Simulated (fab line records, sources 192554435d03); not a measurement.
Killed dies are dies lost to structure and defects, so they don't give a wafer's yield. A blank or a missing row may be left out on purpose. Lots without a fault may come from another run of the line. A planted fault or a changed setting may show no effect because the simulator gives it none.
Which tool did it? | flow n5_finfet | 14 lots, 36 wafers sampled, at 3 steps of a route of 1938

WHAT THE GAUGES READ, wafer by wafer
N5_BEOL_M15_THK_MEAS_50: measures by xrf.
lot  | measured     | on            | M15_THK (nm)
L679 | day 11 21:30 | film_metro-02 | 853 831 850
L680 | day 12 04:55 | film_metro-02 | 825 825 816
L681 | day 12 01:41 | film_metro-02 | 815 835 844
L682 | day 12 04:41 | film_metro-02 | 830 819 830
L684 | day 13 01:25 | film_metro-02 | 800 824 818
L685 | day 13 12:55 | film_metro-02 | 816 838 846
L687 | day 13 15:59 | film_metro-02 | 821
L689 | day 14 10:28 | film_metro-01 | 809
L692 | day 14 19:19 | film_metro-01 | 820 829 839
L691 | day 14 18:31 | film_metro-02 | 824
L694 | day 15 11:32 | film_metro-01 | 821 823 820
L697 | day 16 05:56 | film_metro-01 | 816 819 843
L696 | day 16 07:16 | film_metro-02 | 838 866 858
L699 | day 17 03:47 | film_metro-02 | 833 822 838

WHICH TOOL RAN EACH LOT (tool, then ch and the chambers of the sampled wafers, then the start)
lot  | N5_BEOL_M7_PRE_CLEAN_55         | N5_BEOL_M15_ANNEAL_48
L679 | pecvd-02 ch 0,1,2, day 9 14:42  | rtp_anneal-02 ch 0, day 11 20:51
L680 | pecvd-01 ch 0,1, day 9 17:14    | rtp_anneal-01 ch 0, day 12 04:11
L681 | pecvd-02 ch 0,1, day 10 00:30   | rtp_anneal-02 ch 0, day 12 01:05
L682 | pecvd-02 ch 0,1, day 10 01:16   | rtp_anneal-02 ch 0, day 12 03:52
L684 | pecvd-01 ch 0,1, day 10 13:30   | rtp_anneal-01 ch 0, day 13 00:49
L685 | pecvd-01 ch 1,2, day 11 01:39   | rtp_anneal-02 ch 0, day 13 12:22
L687 | pecvd-01 ch 1, day 11 01:55     | rtp_anneal-02 ch 0, day 13 15:27
L689 | pecvd-01 ch 1, day 11 22:00     | rtp_anneal-01 ch 0, day 14 09:55
L692 | pecvd-04 ch 0,1,2, day 12 05:10 | rtp_anneal-02 ch 0, day 14 18:44
L691 | pecvd-01 ch 1, day 12 06:56     | rtp_anneal-02 ch 0, day 14 18:05
L694 | pecvd-02 ch 0,1,2, day 13 11:13 | rtp_anneal-02 ch 0, day 15 10:57
L697 | pecvd-04 ch 0,1, day 13 16:46   | rtp_anneal-01 ch 0, day 16 05:20
L696 | pecvd-02 ch 0,1, day 13 18:15   | rtp_anneal-01 ch 0, day 16 06:40
L699 | pecvd-04 ch 0,1, day 14 05:05   | rtp_anneal-02 ch 0, day 17 03:14
- N5_BEOL_M7_PRE_CLEAN_55: time 15 s.
- N5_BEOL_M15_ANNEAL_48: time 90 s.

WHAT THE TOOLS THEMSELVES READ (means of the sampled wafers that have a number; where no wafer has one, the mark that the record gives instead)
N5_BEOL_M15_ANNEAL_48.
lot  | tool          | anneal_temp_c (C) | anneal_temp_c_max | wafer_temp_C_max
L679 | rtp_anneal-02 | 224.89            | 225.73            | 226.5
L680 | rtp_anneal-01 | 224.95            | 225.72            | 226.5
L681 | rtp_anneal-02 | 224.97            | 225.84            | 227.0
L682 | rtp_anneal-02 | 225.09            | 225.93            | 227.1
L684 | rtp_anneal-01 | 224.99            | 225.69            | 226.1
L685 | rtp_anneal-02 | 224.83            | 225.72            | 226.7
L687 | rtp_anneal-02 | 225.21            | 226.05            | 226.9
L689 | rtp_anneal-01 | 225.10            | 226.13            | 226.0
L692 | rtp_anneal-02 | 225.22            | 226.08            | 226.9
L691 | rtp_anneal-02 | 224.93            | 225.85            | 226.4
L694 | rtp_anneal-02 | 224.98            | 225.85            | 226.6
L697 | rtp_anneal-01 | 225.22            | 225.97            | 226.7
L696 | rtp_anneal-01 | 224.99            | 225.95            | 226.1
L699 | rtp_anneal-02 | 225.09            | 225.93            | 227.1

THE ANSWER, worked out from the rows above alone
Rule: what is usual is taken from the lots themselves. Put in order of their means at a reading, lots are off if they are a third of the lots or fewer, leave a main group of 4 or more, and stand apart from it by a gap of 3 or more times the standard deviation of the main group's means; of several such gaps the widest counts. A main group whose means are all the same, to the digits that the tables above print for the reading, isn't used. A lot without any number at a reading at which 4 lots or more have one is off too. The other lots that the step has rows for count as sound. The gauges are gone through in route order, then the tools' own readings, and for those a lot's mean is taken as printed above. The first step at which some lot is off is used, and at that step the reading that is off furthest; a lot without a number counts as furthest.
No lot is off at any reading shown: from this, nothing can be told.

WHAT THE SIMULATOR HAD PUT IN
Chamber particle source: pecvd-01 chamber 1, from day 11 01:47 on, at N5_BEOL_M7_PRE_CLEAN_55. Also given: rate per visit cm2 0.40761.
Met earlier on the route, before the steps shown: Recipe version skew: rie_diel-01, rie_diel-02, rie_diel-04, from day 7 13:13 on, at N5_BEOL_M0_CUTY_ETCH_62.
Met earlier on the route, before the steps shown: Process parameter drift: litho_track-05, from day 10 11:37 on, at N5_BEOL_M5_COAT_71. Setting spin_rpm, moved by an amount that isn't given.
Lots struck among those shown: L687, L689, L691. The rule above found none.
